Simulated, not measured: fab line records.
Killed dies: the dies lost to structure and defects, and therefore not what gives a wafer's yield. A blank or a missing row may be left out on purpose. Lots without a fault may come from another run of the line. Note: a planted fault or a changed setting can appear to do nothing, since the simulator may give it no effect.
fab line records + flow nand_harc
[record]
- lots = 13
- wafers = 39
- last_day = 34
route steps=1302 shown A_STAIRCASE@710 THIN_TSV@1269 END@1302
lots that met no fault: from a run of the same line without faults
start_h: hours from the record's opening day to when the first of the lot's shown wafers began + wait_h: time in hours since the lot's previous step + " as in the row above + L1.1+2: a row that stands for several wafers + - no value, or no start given + * or withheld: withheld + < > ~ a bound
route shown NAME@n: a module of which the file shows steps, and the number in the route of the first + usual: average and standard deviation across the fault-free wafers + same: alike in all rows + chamber/n: place in a boat + sites: each site's reading + _std_site: standard deviation across them + _edge_site: the outer-site mean with the inner-site mean subtracted + radius_mm: for every site, how far away it sits from the centre of the wafer + mask NAME#n: copy n + behind: tool/chamber where the wafer was last shaped + hold: what put the lot on hold/how long, in hours/how the hold closed + device: whichever transistor did not switch (one of n, p or np) + end of line: at the end of the route, the tests of the same wafers + a step given without rows: its recipe and nothing more + killed: dies lost to structure and defects at the first sort, not the wafer's yield + map: the dies of a wafer, with x for killed, . for not killed, _ for no die there
set.NAME: the setting as run; set.NAME@STEP: as run at that earlier step + model.NAME: the simulator's own value behind a step, which no gauge read
steps of the route over a sample of lots; a table a step, a row a wafer
services: the hour from which a tool's chamber was out of use, counted from the record's first day as start_h (under 0 if before that day), plus the number of hours and why
[[steps]]
[step NHARC_A_STAIRCASE_TRIM_196]
[recipe]
- time_s = 211.2
- o2_flow_sccm = 500
- ar_flow_sccm = 0
- bias_w = 0
- chemistry = O2
[usual]
- drypump_motor_current_A = 5.9/0.51
- o2_flow_sccm = 500.0/1.4
- oes_product_au = 1.003/0.011
- rf_vpp_V = 57.8/0.92
- showerhead_plenum_p_Torr = 3.55/0.14
- throttle_valve_pct = 17.035/0.01
| lot.wafer | tool        | chamber | start_h | wait_h | drypump_motor_current_A | o2_flow_sccm | oes_product_au | rf_hours_counter_h | rf_vpp_V | showerhead_plenum_p_Torr | throttle_valve_pct |
|-----------|-------------|---------|---------|--------|-------------------------|--------------|----------------|--------------------|----------|--------------------------|--------------------|
| L409.3    | rie_diel-04 | 3       | 364.90  | 0.1    | 6.4                     | 500.4        | 1.003          | 0                  | 57.4     | 3.45                     | 17.044             |
| L409.2    | "           | 2       | "       | "      | 5.7                     | 497.9        | 0.988          | 0                  | 57.3     | 3.60                     | 17.022             |
| L409.5    | "           | 0       | "       | "      | 5.2                     | 497.9        | 1.003          | -                  | 57.3     | 3.59                     | 17.023             |
| L410.1    | rie_diel-01 | 2       | 377.50  | 0.1    | 6.6                     | 498.0        | 1.009          | 51                 | 56.2     | 3.62                     | 17.026             |
| L410.4    | "           | 3       | "       | "      | 6.0                     | 499.9        | 1.013          | 58                 | 56.2     | 3.36                     | 17.040             |
| L410.6    | "           | 0       | "       | "      | 5.3                     | 501.7        | 1.018          | -                  | 58.7     | 3.78                     | 17.057             |
| L411.2    | rie_diel-09 | 1       | 377.66  | 0.1    | 6.6                     | 497.0        | 1.010          | 17                 | 57.5     | 3.60                     | 17.035             |
| L411.4    | "           | 3       | "       | "      | 5.7                     | 499.0        | 1.017          | 13                 | 58.4     | 3.68                     | 17.041             |
| L411.1    | "           | 0       | "       | "      | 6.2                     | 500.6        | 0.996          | 15                 | 56.8     | 3.33                     | 17.036             |
| L413.1    | rie_diel-09 | 1       | 412.30  | 0.1    | 6.6                     | 499.8        | 1.000          | 28                 | 59.0     | 3.60                     | 17.019             |
| L413.3    | "           | 0       | "       | "      | 6.2                     | 497.8        | 0.999          | 25                 | 56.4     | 3.33                     | 17.019             |
| L413.5    | "           | 2       | "       | "      | 5.8                     | 501.5        | 1.024          | -                  | 58.0     | 3.54                     | 17.059             |
| L415.1    | rie_diel-09 | 3       | 414.66  | 0.1    | 5.7                     | 501.8        | 1.005          | 28                 | 58.4     | 3.67                     | 17.025             |
| L415.2    | "           | 0       | "       | "      | 6.2                     | 500.0        | 0.990          | 26                 | 57.7     | 3.33                     | 17.035             |
| L415.3    | "           | 1       | "       | "      | 6.6                     | 498.4        | 1.010          | 29                 | 57.9     | 3.60                     | 17.052             |
| L412.4    | rie_diel-09 | 3       | 421.02  | 0.1    | 5.7                     | 498.4        | 0.999          | 30                 | 59.1     | 3.67                     | 17.042             |
| L412.3    | "           | 0       | "       | "      | 6.2                     | 499.5        | 0.981          | 28                 | 57.1     | 3.33                     | 17.037             |
| L412.2    | "           | 2       | "       | "      | 5.8                     | 498.8        | 1.010          | 33                 | 57.5     | 3.54                     | 17.032             |
| L416.4    | rie_diel-01 | 1       | 429.87  | 0.1    | 5.2                     | 501.2        | 0.980          | 16                 | 58.5     | 3.60                     | 17.022             |
| L416.3    | "           | 2       | "       | "      | 6.6                     | 499.0        | 1.000          | 13                 | 57.0     | 3.62                     | 17.045             |
| L416.5    | "           | 3       | "       | "      | 6.0                     | 499.0        | 1.017          | -                  | 57.2     | 3.35                     | 17.019             |
| L421.3    | rie_diel-01 | 3       | 467.00  | 0.1    | 5.9                     | 500.3        | 1.011          | 22                 | 58.2     | 3.35                     | 17.038             |
| L421.4    | "           | 1       | "       | "      | 5.2                     | 501.6        | 0.993          | 27                 | 57.7     | 3.60                     | 17.033             |
| L421.1    | "           | 2       | "       | "      | 6.6                     | 500.7        | 1.004          | 24                 | 58.9     | 3.61                     | 17.034             |
| L426.4    | rie_diel-09 | 0       | 520.26  | 0.1    | 6.2                     | 499.0        | 1.006          | 2                  | 57.8     | 3.31                     | 17.049             |
| L426.2    | "           | 2       | "       | "      | 5.8                     | 500.0        | 1.018          | 3                  | 59.1     | 3.52                     | 17.048             |
| L426.5    | "           | 1       | "       | "      | 6.6                     | 501.4        | 1.013          | -                  | 59.5     | 3.58                     | 17.040             |
| L428.4    | rie_diel-01 | 3       | 568.93  | 0.1    | 6.0                     | 501.9        | 1.014          | 0                  | 56.9     | 3.33                     | 17.044             |
| L428.6    | "           | 0       | "       | "      | 5.3                     | 501.6        | 0.991          | -                  | 56.1     | 3.74                     | 17.034             |
| L428.5    | "           | 1       | "       | "      | 5.2                     | 499.5        | 0.981          | -                  | 58.8     | 3.58                     | 17.034             |
| L429.4    | rie_diel-04 | 1       | 581.09  | 1.2    | 5.3                     | 499.1        | 0.989          | 3                  | 58.1     | 3.71                     | 17.035             |
| L429.3    | "           | 2       | "       | "      | 5.7                     | 499.5        | 1.004          | 9                  | 57.8     | 3.56                     | 17.031             |
| L429.2    | "           | 3       | "       | "      | 6.4                     | 497.7        | 0.996          | 9                  | 58.3     | 3.42                     | 17.041             |
| L430.1    | rie_diel-09 | 2       | 588.74  | 0.1    | 5.8                     | 500.1        | 1.024          | 30                 | 58.4     | 3.51                     | 17.044             |
| L430.2    | "           | 0       | "       | "      | 6.2                     | 501.1        | 0.995          | 26                 | 57.0     | 3.30                     | 17.050             |
| L430.5    | "           | 1       | "       | "      | 6.6                     | 499.8        | 1.006          | -                  | 58.3     | 3.56                     | 17.041             |
| L432.3    | rie_diel-09 | 3       | 610.38  | 0.1    | 5.7                     | 500.6        | 1.004          | 34                 | 57.4     | 3.64                     | 17.044             |
| L432.6    | "           | 3       | "       | "      | 5.7                     | 501.0        | 1.002          | -                  | 58.3     | 3.64                     | 17.025             |
| L432.5    | "           | 0       | "       | "      | 6.2                     | 497.8        | 1.015          | -                  | 57.3     | 3.29                     | 17.039             |
[step NHARC_THIN_TSV_STRIP_62]
[recipe]
- power_w = 1500
- temp_c = 250
- time_s = 20
- chemistry = N2/H2
[usual]
- drypump_motor_current_A = 5.7/0.34
- heater_power_w = 336/9.9
| lot.wafer | tool            | chamber | start_h | wait_h | drypump_motor_current_A | heater_power_w | rf_hours_counter_h |
|-----------|-----------------|---------|---------|--------|-------------------------|----------------|--------------------|
| L409.2    | plasma_asher-02 | 0       | 563.19  | -      | 5.4                     | 343            | 27                 |
| L409.3    | "               | 1       | "       | "      | 6.1                     | 337            | -                  |
| L409.5    | "               | 0       | "       | "      | 5.4                     | 336            | -                  |
| L411.1    | plasma_asher-02 | 0       | 567.76  | -      | 5.4                     | 335            | 27                 |
| L411.2    | "               | 1       | "       | "      | 6.1                     | 337            | 27                 |
| L411.4    | "               | 0       | "       | "      | 5.4                     | 337            | -                  |
| L410.1    | plasma_asher-02 | 1       | 573.13  | -      | 6.1                     | 337            | 28                 |
| L410.4    | "               | 1       | "       | "      | 6.1                     | 339            | -                  |
| L410.6    | "               | 0       | "       | "      | 5.4                     | 335            | -                  |
| L413.1    | plasma_asher-02 | 0       | 600.71  | -      | 5.4                     | 342            | 34                 |
| L413.3    | "               | 0       | "       | "      | 5.4                     | 332            | -                  |
| L413.5    | "               | 1       | "       | "      | 6.1                     | 329            | -                  |
| L415.2    | plasma_asher-01 | 1       | 619.25  | -      | 5.2                     | 343            | 16                 |
| L415.1    | "               | 0       | "       | "      | 5.9                     | 310            | 16                 |
| L415.3    | "               | 0       | "       | "      | 5.8                     | 312            | -                  |
| L412.2    | plasma_asher-02 | 0       | 625.91  | -      | 5.4                     | 335            | 3                  |
| L412.4    | "               | 0       | "       | "      | 5.4                     | 339            | -                  |
| L412.3    | "               | 1       | "       | "      | 6.1                     | 336            | -                  |
| L416.3    | plasma_asher-02 | 0       | 627.29  | -      | 5.4                     | 336            | -                  |
| L416.4    | "               | 1       | "       | "      | 6.1                     | 340            | -                  |
| L416.5    | "               | 1       | "       | "      | 6.1                     | 341            | -                  |
| L421.1    | plasma_asher-01 | 0       | 654.42  | -      | 5.8                     | 309            | 25                 |
| L421.3    | "               | 0       | "       | "      | 5.8                     | 313            | -                  |
| L421.4    | "               | 1       | "       | "      | 5.2                     | 345            | -                  |
| L426.2    | plasma_asher-01 | 1       | 712.83  | -      | 5.2                     | 338            | 3                  |
| L426.4    | "               | 1       | "       | "      | 5.2                     | 345            | -                  |
| L426.5    | "               | 0       | "       | "      | 5.8                     | 326            | -                  |
| L428.4    | plasma_asher-02 | 0       | 749.83  | -      | 5.4                     | 325            | -                  |
| L428.5    | "               | 0       | "       | "      | 5.4                     | 349            | -                  |
| L428.6    | "               | 1       | "       | "      | 6.1                     | 340            | -                  |
| L429.2    | plasma_asher-01 | 0       | 769.05  | -      | 5.8                     | 333            | 13                 |
| L429.3    | "               | 0       | "       | "      | 5.9                     | 336            | -                  |
| L429.4    | "               | 1       | "       | "      | 5.2                     | 341            | -                  |
| L430.1    | plasma_asher-01 | 1       | 780.06  | -      | 5.2                     | 338            | 18                 |
| L430.2    | "               | 0       | "       | "      | 5.9                     | 340            | 18                 |
| L430.5    | "               | 0       | "       | "      | 5.8                     | 333            | -                  |
| L432.3    | plasma_asher-02 | 1       | 797.06  | -      | 6.1                     | 356            | -                  |
| L432.6    | "               | 1       | "       | "      | 6.1                     | 357            | -                  |
| L432.5    | "               | 0       | "       | "      | 5.4                     | 349            | -                  |
[step NHARC_THIN_TSV_STRIP_56]
[recipe]
- power_w = 1500
- temp_c = 250
- chemistry = O2
[usual]
- drypump_motor_current_A = 5.6/0.34
- heater_power_w = 334/12
| lot.wafer | tool            | chamber | start_h | wait_h | drypump_motor_current_A | heater_power_w | rf_hours_counter_h |
|-----------|-----------------|---------|---------|--------|-------------------------|----------------|--------------------|
| L409.2    | plasma_asher-01 | 1       | 567.17  | 0.2    | 5.2                     | 341            | 6                  |
| L409.3    | "               | 1       | "       | "      | 5.2                     | 346            | -                  |
| L409.5    | "               | 1       | "       | "      | 5.2                     | 338            | -                  |
| L411.2    | plasma_asher-02 | 0       | 571.69  | 0.1    | 5.4                     | 338            | 28                 |
| L411.1    | "               | 1       | "       | "      | 6.1                     | 340            | 28                 |
| L411.4    | "               | 0       | "       | "      | 5.4                     | 339            | -                  |
| L410.1    | plasma_asher-02 | 1       | 577.12  | 0.1    | 6.1                     | 331            | 29                 |
| L410.4    | "               | 1       | "       | "      | 6.1                     | 340            | -                  |
| L410.6    | "               | 1       | "       | "      | 6.1                     | 337            | -                  |
| L413.1    | plasma_asher-01 | 1       | 607.20  | 2.5    | 5.2                     | 348            | 14                 |
| L413.3    | "               | 1       | "       | "      | 5.2                     | 354            | -                  |
| L413.5    | "               | 0       | "       | "      | 5.9                     | 314            | -                  |
| L415.1    | plasma_asher-02 | 0       | 623.21  | 0.1    | 5.4                     | 337            | 2                  |
| L415.2    | "               | 1       | "       | "      | 6.1                     | 333            | 2                  |
| L415.3    | "               | 1       | "       | "      | 6.1                     | 342            | -                  |
| L412.2    | plasma_asher-01 | 0       | 630.27  | 0.1    | 5.8                     | 317            | 19                 |
| L412.4    | "               | 0       | "       | "      | 5.9                     | 314            | -                  |
| L412.3    | "               | 1       | "       | "      | 5.2                     | 335            | -                  |
| L416.3    | plasma_asher-01 | 1       | 631.39  | 0.2    | 5.2                     | 343            | -                  |
| L416.4    | "               | 0       | "       | "      | 5.8                     | 311            | -                  |
| L416.5    | "               | 1       | "       | "      | 5.2                     | 352            | -                  |
| L421.1    | plasma_asher-01 | 0       | 661.72  | 0.1    | 5.8                     | 320            | 27                 |
| L421.3    | "               | 0       | "       | "      | 5.8                     | 315            | -                  |
| L421.4    | "               | 1       | "       | "      | 5.2                     | 354            | -                  |
| L426.2    | plasma_asher-02 | 1       | 716.63  | 0.1    | 6.1                     | 349            | 25                 |
| L426.4    | "               | 0       | "       | "      | 5.4                     | 334            | -                  |
| L426.5    | "               | 1       | "       | "      | 6.1                     | 333            | -                  |
| L428.4    | plasma_asher-01 | 0       | 753.89  | 0.2    | 5.9                     | 332            | -                  |
| L428.6    | "               | 1       | "       | "      | 5.2                     | 333            | -                  |
| L428.5    | "               | 0       | "       | "      | 5.8                     | 328            | -                  |
| L429.2    | plasma_asher-02 | 1       | 773.36  | 0.1    | 6.1                     | 342            | 35                 |
| L429.3    | "               | 0       | "       | "      | 5.4                     | 338            | -                  |
| L429.4    | "               | 1       | "       | "      | 6.1                     | 339            | -                  |
| L430.2    | plasma_asher-01 | 1       | 783.91  | 0.1    | 5.2                     | 336            | 19                 |
| L430.1    | "               | 0       | "       | "      | 5.8                     | 323            | 19                 |
| L430.5    | "               | 1       | "       | "      | 5.2                     | 338            | -                  |
| L432.3    | plasma_asher-01 | 0       | 801.10  | 0.2    | 5.8                     | 323            | -                  |
| L432.5    | "               | 0       | "       | "      | 5.9                     | 321            | -                  |
| L432.6    | "               | 1       | "       | "      | 5.2                     | 337            | -                  |
[step NHARC_END_SORT_01]
[recipe]
- temp_c = 25
[usual]
- killed_at_array = 56/21
- killed_at_other = 0.8/1
- killed_at_periphery = 3.6/2.8
- killed_dies = 60/20
- killed_open = 3.2/1.9
- killed_short = 2.4/1.6
[same]
- gross_dies = 677
| lot.wafer | tool      | chamber | start_h | wait_h | killed_at_array | killed_at_other | killed_at_periphery | killed_dies | killed_open | killed_short |
|-----------|-----------|---------|---------|--------|-----------------|-----------------|---------------------|-------------|-------------|--------------|
| L409.2    | prober-02 | 0       | 575.32  | 2.8    | 62              | 0               | 5                   | 67          | 2           | 5            |
| L409.3    | prober-02 | 0       | 576.14  | 3.1    | 87              | 1               | 4                   | 92          | 1           | 6            |
| L409.5    | prober-02 | 0       | 577.77  | 3.8    | 65              | 0               | 0                   | 65          | 3           | 2            |
| L411.1    | prober-01 | 0       | 582.20  | 2.5    | 77              | 0               | 5                   | 82          | 0           | 0            |
| L411.2    | prober-01 | 0       | 583.00  | 2.8    | 60              | 1               | 4                   | 65          | 1           | 2            |
| L411.4    | prober-01 | 0       | 584.58  | 3.4    | 74              | 0               | 9                   | 83          | 1           | 4            |
| L416.3    | prober-01 | 0       | 640.90  | 3.1    | 40              | 5               | 2                   | 47          | 4           | 1            |
| L416.4    | prober-01 | 0       | 641.68  | 3.4    | 36              | 3               | 0                   | 39          | 2           | 2            |
| L416.5    | prober-01 | 0       | 642.47  | 3.6    | 47              | 0               | 3                   | 50          | 4           | 4            |
| L426.2    | prober-01 | 0       | 725.84  | 2.8    | 44              | 0               | 1                   | 45          | 2           | 3            |
| L426.4    | prober-01 | 0       | 727.43  | 3.4    | 128             | 1               | 2                   | 131         | 5           | 1            |
| L426.5    | prober-01 | 0       | 728.23  | 3.7    | 44              | 0               | 6                   | 50          | 3           | 5            |
| L430.1    | prober-02 | 0       | 792.46  | 2.5    | 52              | 1               | 5                   | 58          | 4           | 0            |
| L430.2    | prober-02 | 0       | 793.27  | 2.8    | 53              | 1               | 0                   | 54          | 1           | 3            |
| L430.5    | prober-02 | 0       | 795.71  | 3.8    | 52              | 0               | 3                   | 55          | 3           | 3            |
// killed by level:class
L409.2 A_CHANNEL_HOLE_D2:chamber_film_flake=20 A_CHANNEL_HOLE_D1:chamber_film_flake=12 A_SLIT:chamber_film_flake=12 A_STAIRCASE:chamber_film_flake=4 A_WL_FILL:chamber_film_flake=3 A_M0:geometric_particle:short=2 P_M1:chamber_film_flake=2 A_CHANNEL_HOLE_D1:geometric_particle:short=1
L409.3 A_CHANNEL_HOLE_D2:chamber_film_flake=33 A_CHANNEL_HOLE_D1:chamber_film_flake=27 A_SLIT:chamber_film_flake=14 A_STAIRCASE:chamber_film_flake=4 P_M2:chamber_film_flake=2 P_CONTACT:geometric_particle:short=1 A_ONON_D1:geometric_particle:short=1 A_CHANNEL_HOLE_D1:geometric_particle:open=1
L409.5 A_CHANNEL_HOLE_D1:chamber_film_flake=25 A_CHANNEL_HOLE_D2:chamber_film_flake=16 A_SLIT:chamber_film_flake=9 A_STAIRCASE:chamber_film_flake=4 A_CONTACT:chamber_film_flake=3 A_ONON_D2:geometric_particle:short=2 A_WL_FILL:chamber_film_flake=2 A_CONTACT:geometric_particle:open=1
L411.1 A_CHANNEL_HOLE_D2:chamber_film_flake=27 A_CHANNEL_HOLE_D1:chamber_film_flake=25 A_SLIT:chamber_film_flake=21 P_M2:chamber_film_flake=4 A_CONTACT:chamber_film_flake=4 P_GATE:chamber_film_flake=1
L411.2 A_CHANNEL_HOLE_D2:chamber_film_flake=25 A_CHANNEL_HOLE_D1:chamber_film_flake=16 A_SLIT:chamber_film_flake=10 A_CONTACT:chamber_film_flake=3 A_STAIRCASE:chamber_film_flake=2 A_CHANNEL_FILL_D1:geometric_particle:short=1 A_CHANNEL_FILL_D2:geometric_particle:open=1 A_M0:geometric_particle:short=1
L411.4 A_CHANNEL_HOLE_D1:chamber_film_flake=30 A_CHANNEL_HOLE_D2:chamber_film_flake=27 A_SLIT:chamber_film_flake=11 P_M2:chamber_film_flake=4 A_CHANNEL_FILL_D1:geometric_particle:short=2 P_STI:chamber_film_flake=2 P_GATE:geometric_particle:open=1 A_STAIRCASE:geometric_particle:short=1
L416.3 A_SLIT:chamber_film_flake=21 A_CHANNEL_HOLE_D2:chamber_film_flake=6 A_CHANNEL_HOLE_D1:chamber_film_flake=4 THIN_TSV:chamber_film_flake=4 A_STAIRCASE:chamber_film_flake=2 A_WL_FILL:chamber_film_flake=2 P_CONTACT:geometric_particle:open=1 P_M0:geometric_particle:open=1
L416.4 A_SLIT:chamber_film_flake=15 A_CHANNEL_HOLE_D2:chamber_film_flake=10 A_CONTACT:chamber_film_flake=3 THIN_TSV:chamber_film_flake=3 A_M0:geometric_particle:open=2 A_ONON_D1:geometric_particle:short=1 A_ONON_D2:geometric_particle:short=1 A_ZERO_WELL:chamber_film_flake=1
L416.5 A_SLIT:chamber_film_flake=26 A_CHANNEL_HOLE_D2:chamber_film_flake=9 A_STAIRCASE:chamber_film_flake=3 A_DECK1_JOINT:geometric_particle:open=2 A_CHANNEL_HOLE_D1:chamber_film_flake=2 P_CONTACT:geometric_particle:open=1 P_CONTACT:geometric_particle:short=1 P_M1:geometric_particle:short=1
L426.2 A_SLIT:chamber_film_flake=21 A_CHANNEL_HOLE_D1:chamber_film_flake=14 P_M0:geometric_particle:short=1 A_CONTACT:chamber_film_flake=1 A_DECK1_JOINT:geometric_particle:open=1 A_ONON_D2:geometric_particle:short=1 A_CONTACT:geometric_particle:open=1 A_M1:geometric_particle:short=1
L426.4 A_STAIRCASE:unspecified=79 A_SLIT:chamber_film_flake=30 A_CONTACT:chamber_film_flake=8 A_CHANNEL_HOLE_D1:chamber_film_flake=6 A_WL_FILL:geometric_particle:open=2 P_GATE:geometric_particle:open=1 P_CONTACT:geometric_particle:short=1 THIN_TSV:chamber_film_flake=1
L426.5 A_SLIT:chamber_film_flake=23 A_CONTACT:chamber_film_flake=8 A_CHANNEL_HOLE_D1:chamber_film_flake=5 A_ONON_D2:geometric_particle:short=3 P_CONTACT:geometric_particle:open=2 P_GATE:chamber_film_flake=2 A_SOURCE_PLATE:geometric_particle:open=1 A_CHANNEL_FILL_D1:geometric_particle:short=1
L430.1 A_CHANNEL_HOLE_D1:chamber_film_flake=20 A_CONTACT:chamber_film_flake=13 A_SLIT:chamber_film_flake=11 A_M1:chamber_film_flake=3 P_M1:geometric_particle:open=2 P_GATE:chamber_film_flake=2 A_STAIRCASE:chamber_film_flake=2 A_WL_FILL:geometric_particle:open=1
L430.2 A_CHANNEL_HOLE_D1:chamber_film_flake=19 A_SLIT:chamber_film_flake=13 A_CONTACT:chamber_film_flake=13 A_WL_FILL:chamber_film_flake=2 A_ONON_D1:geometric_particle:short=1 A_CONTACT:geometric_particle:short=1 A_BLC:geometric_particle:short=1 A_BLC:geometric_particle:open=1
L430.5 A_CHANNEL_HOLE_D1:chamber_film_flake=19 A_CONTACT:chamber_film_flake=13 A_SLIT:chamber_film_flake=12 P_GATE:chamber_film_flake=2 P_M0:geometric_particle:open=1 A_ONON_D1:geometric_particle:short=1 A_ONON_D2:geometric_particle:open=1 A_CHANNEL_FILL_D2:geometric_particle:short=1
[[services]]
| tool            | chamber | start_h | hours | kind   |
|-----------------|---------|---------|-------|--------|
| plasma_asher-01 | -       | 342.00  | 9.0   | pm     |
| rie_diel-01     | 2       | 361.11  | 8.2   | repair |
| rie_diel-09     | 0       | 374.58  | 1.4   | repair |
| rie_diel-01     | -       | 380.98  | 9.0   | pm     |
| rie_diel-01     | 3       | 409.01  | 15.4  | repair |
| rie_diel-01     | 2       | 411.48  | 2.7   | repair |
| plasma_asher-02 | -       | 426.33  | 9.0   | pm     |
| rie_diel-09     | -       | 498.49  | 9.0   | pm     |
| plasma_asher-01 | -       | 519.00  | 9.0   | pm     |
| rie_diel-01     | 3       | 541.46  | 4.9   | repair |
| plasma_asher-01 | -       | 547.22  | 4.2   | repair |
| rie_diel-01     | -       | 557.98  | 9.0   | pm     |
| plasma_asher-01 | -       | 602.06  | 5.1   | repair |
| plasma_asher-02 | -       | 603.33  | 9.0   | pm     |
| plasma_asher-02 | -       | 612.34  | 2.1   | repair |
| plasma_asher-02 | -       | 668.92  | 0.6   | repair |
| rie_diel-09     | -       | 675.49  | 9.0   | pm     |
| plasma_asher-01 | -       | 696.00  | 9.0   | pm     |
| rie_diel-01     | 3       | 700.44  | 15.5  | repair |
| rie_diel-09     | 1       | 707.54  | 2.6   | repair |
| plasma_asher-02 | -       | 708.87  | 4.8   | repair |
| rie_diel-01     | 2       | 714.04  | 6.3   | repair |
| rie_diel-09     | 0       | 733.03  | 8.5   | repair |
| plasma_asher-02 | -       | 780.33  | 9.0   | pm     |
[[key]]
[first_sign]
- step = NHARC_END_SORT_01
- reading = killed_at_array
- direction = up
- sigmas = 3.5
- usual = 56
- struck = 128
[effect]
- step = NHARC_END_SORT_01
- reading = killed_dies
- direction = up
- sigmas = 3.5
- usual = 60
- struck = 131
[more_kills_born_at]
- NHARC_A_STAIRCASE_TRIM_196@rie_diel-09 = 79
met_at NHARC_A_STAIRCASE_TRIM_196
struck_lots L426
struck_wafers L426.4
tester_left_out L426
not_acting_at NHARC_THIN_TSV_STRIP_62,NHARC_THIN_TSV_STRIP_56
onset_between 421.02 520.26
[fault]
- kind = chamber_particle_source
- tool = rie_diel-09
- chamber = 0
- onset_h = 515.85
- steps = NHARC_A_STAIRCASE_TRIM_196
- rate_per_visit_cm2 = 0.69034
- end_h = 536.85
// tester_left_out: of these lots the tester's yield and bins aren't shown, on N5 and GAA mostly nor the transistor test; their killed dies are dies lost to structure and defects alone, not to doping, threshold or leakage, so they don't give the yield
